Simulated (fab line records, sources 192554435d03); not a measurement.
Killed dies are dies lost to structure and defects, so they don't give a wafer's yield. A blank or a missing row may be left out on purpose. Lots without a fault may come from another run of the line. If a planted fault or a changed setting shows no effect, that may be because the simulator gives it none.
Chamber matching | flow n5_finfet | 3 sister chambers for N5_BEOL_M5_CURE_80 on uv_cure-03
The step cures SiCOH lowk, time 120 s. 6 wafers are shown with their chamber, then 7 later ones without.

EACH WAFER AND ITS CHAMBER
wafer  | chamber | wafer_temp_C_max | lamp_power_pct (%)
L076.3 | 0       | 372.2            | 52.24
L076.5 | 0       | 371.7            | 52.34
L077.4 | 1       | 371.7            | 52.32
L077.5 | 1       | 371.4            | 52.32
L084.3 | 2       | 372.3            | 52.23
L084.4 | 2       | 372.4            | 52.22

WAFERS MISSING THEIR CHAMBER
wafer  | wafer_temp_C_max | lamp_power_pct (%)
L084.6 | 372.7            | 52.37
L088.2 | 371.3            | 52.36
L088.3 | 371.8            | 52.40
L088.6 | 372.2            | 52.32
L094.3 | 371.6            | 52.28
L094.4 | 371.7            | 52.29
L094.6 | 372.0            | 52.20

EACH ONE'S CHAMBER
wafer  | from the rows above          | in truth
L084.6 | can't be placed: 0 or 2 or 1 | 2
L088.2 | can't be placed: 1 or 0      | 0
L088.3 | can't be placed: 1 or 0      | 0
L088.6 | can't be placed: 0 or 2 or 1 | 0
L094.3 | can't be placed: 1 or 0      | 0
L094.4 | can't be placed: 1 or 0      | 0
L094.6 | can't be placed: 2 or 0 or 1 | 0
Correctly placed: 0 of 7. Can't be placed from these rows: 7 (the true chamber is among the candidates in 7). 0 placed wrongly.
How it was worked out, from the rows above alone: a wafer's distance from a chamber is the root of the sum, over the readings, of the square of ((its reading less the chamber's mean) divided by the reading's scatter). If the next closest chamber is less than 2 further off than the closest, the wafer can't be placed; otherwise it belongs to the closest. A chamber's mean is the mean of its shown wafers. The scatter is the square root of a quotient: the sum, over the shown wafers, of each reading's squared deviation from its chamber's mean, divided by wafers minus chambers.
